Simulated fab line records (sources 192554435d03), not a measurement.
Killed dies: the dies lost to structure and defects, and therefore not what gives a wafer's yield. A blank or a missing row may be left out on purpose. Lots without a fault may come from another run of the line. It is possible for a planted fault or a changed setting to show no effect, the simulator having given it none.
Lot-split experiment    flow n5-finfet    route with 1938 steps; 7 lots, 39 wafers read

== SPLIT DETAILS ==
At N5_FIN_SAQP_PECVD_06 (deposits a-Si from SiH4/He, target thk 60 nm, time 48.1 s), the setting time-s was moved away from the recipe's 48.1 s on 9 of the 39 wafers read, by -30.9% to +17.9%. This setting was run at the recipe's value on the other wafers.

== FROM THE SPLIT TO THE READING: what the file shows between them, 5 steps ==
- N5_FIN_SAQP_THK_MEAS_07
- N5_FIN_SAQP_HM_DEP_72: deposits SiO2 from SiH4/N2O, target thk 12 nm, time 7.2 s
- N5_FIN_SAQP_COAT_49: time 60 s, resist thk 100 nm
- N5_FIN_SAQP_HM_OPEN_73: chemistry CHF3/O2, target SiO2, stops on a-Si, target depth 12 nm, time 16.8 s
- N5_FIN_SAQP_STRIP_74: strips in CHF3/O2

== THE READING ==
oes-product-au, in a.u., at N5_FIN_SAQP_MANDREL_ETCH_22 (etches a-Si in HBr/Cl2, stops on SiNx, target depth 60 nm, bt time 10 s, time 30 s). On this fab line, fault-free wafers typically give 0.766 a.u. with a standard deviation of 0.013 a.u.

wafer   tool, chamber at the split  time-s as run, s  against the recipe  oes-product-au, a.u.  against lot-mates on the recipe
L079.1  pecvd-03, 0                 33.23             -30.9%              0.630                 -0.142
L079.2  pecvd-03, 2                 48.1              recipe              0.774                 -
L079.3  pecvd-03, 1                 33.23             -30.9%              0.628                 -0.144
L079.4  pecvd-03, 1                 48.1              recipe              0.762                 -
L079.5  pecvd-03, 0                 48.1              recipe              0.780                 -
L079.6  pecvd-03, 2                 33.23             -30.9%              0.633                 -0.139
L082.1  pecvd-03, 0                 48.1              recipe              0.738                 -
L082.2  pecvd-03, 2                 48.1              recipe              0.773                 -
L082.3  pecvd-03, 1                 48.1              recipe              0.753                 -
L082.4  pecvd-03, 0                 48.1              recipe              0.757                 -
L082.5  pecvd-03, 2                 48.1              recipe              0.761                 -
L082.6  pecvd-03, 1                 48.1              recipe              0.779                 -
L089.1  pecvd-01, 2                 40.58             -15.6%              0.691                 -0.076
L089.2  pecvd-01, 0                 48.1              recipe              0.762                 -
L089.3  pecvd-01, 1                 48.1              recipe              0.773                 -
L089.4  pecvd-01, 1                 40.58             -15.6%              0.686                 -0.081
L089.5  pecvd-01, 0                 48.1              recipe              0.767                 -
L089.6  pecvd-01, 2                 40.58             -15.6%              0.710                 -0.057
L090.1  pecvd-01, 2                 48.1              recipe              0.757                 -
L090.2  pecvd-01, 1                 48.1              recipe              0.767                 -
L090.3  pecvd-01, 0                 48.1              recipe              0.761                 -
L090.4  pecvd-01, 0                 48.1              recipe              0.767                 -
L090.5  pecvd-01, 1                 48.1              recipe              0.766                 -
L090.6  pecvd-01, 2                 48.1              recipe              0.772                 -
L094.1  pecvd-01, 0                 48.1              recipe              0.767                 -
L094.2  pecvd-01, 2                 48.1              recipe              0.782                 -
L094.3  pecvd-01, 1                 48.1              recipe              0.776                 -
L094.4  pecvd-01, 0                 48.1              recipe              0.760                 -
L094.5  pecvd-01, 2                 48.1              recipe              0.794                 -
L094.6  pecvd-01, 1                 48.1              recipe              0.763                 -
L095.1  pecvd-03, 1                 48.1              recipe              0.741                 -
L095.2  pecvd-03, 0                 48.1              recipe              0.770                 -
L095.6  pecvd-03, 0                 48.1              recipe              0.759                 -
L097.1  pecvd-04, 2                 48.1              recipe              0.775                 -
L097.2  pecvd-04, 0                 56.73             +17.9%              0.864                 +0.093
L097.3  pecvd-04, 1                 56.73             +17.9%              0.843                 +0.072
L097.4  pecvd-04, 0                 48.1              recipe              0.766                 -
L097.5  pecvd-04, 2                 48.1              recipe              0.772                 -
L097.6  pecvd-04, 1                 56.73             +17.9%              0.856                 +0.085

FIT RESULTS
A straight line over all 39 wafers: oes-product-au changes by +0.00454 a.u. for each +1% of time-s; r = +0.98; the points scatter about the line by 0.011 a.u.
The same after taking each lot's own level away (the mean of its wafers on the recipe; 39 wafers): +0.0046 a.u. for each +1%; r = +0.98; scatter 0.0094 a.u.
On that fit, the largest move of time-s shifts the reading by 0.14 a.u.
Across the lots, their own levels run from 0.7567 to 0.7737 a.u., a range of 1.3 times the standard deviation given above.
Hence the lot-to-lot level has little effect on the slope; both slopes agree.
Check: -0.142 a.u. against its lot-mates is what the line predicts for one of the wafers moved furthest among these (-30.9%) when that wafer is left out of the fit. It came out at -0.142 a.u. against them.

== THE WHOLE CHAIN: every reading that the file lists as answering this split, in the file's order ==
step                         what it does                                                                        reading                                                                            change (the file's fit)                   r (the file's)
N5_FIN_SAQP_PECVD_06         deposits a-Si from SiH4/He, target thk 60 nm, time 48.1 s                           a-Si_of_FIN_SAQP_PECVD_06.thk-nm (the simulator's own value, which no gauge read)  +0.603 nm for each +1% of the setting     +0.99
N5_FIN_SAQP_THK_MEAS_07                                                                                          thk-nm                                                                             withheld for each +1% of the setting      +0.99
N5_FIN_SAQP_MANDREL_ETCH_22  etches a-Si in HBr/Cl2, stops on SiNx, target depth 60 nm, bt time 10 s, time 30 s  oes-product-au                                                                     +0.0046 a.u. for each +1% of the setting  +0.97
N5_FIN_SAQP_MANDREL_ETCH_22  etches a-Si in HBr/Cl2, stops on SiNx, target depth 60 nm, bt time 10 s, time 30 s  etch.depth-nm (the simulator's own value, which no gauge read)                     +0.603 nm for each +1% of the setting     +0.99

== FILE'S OWN FIT ==
oes-product-au changes by +0.0046 a.u. for each +1% of time-s, r = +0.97.
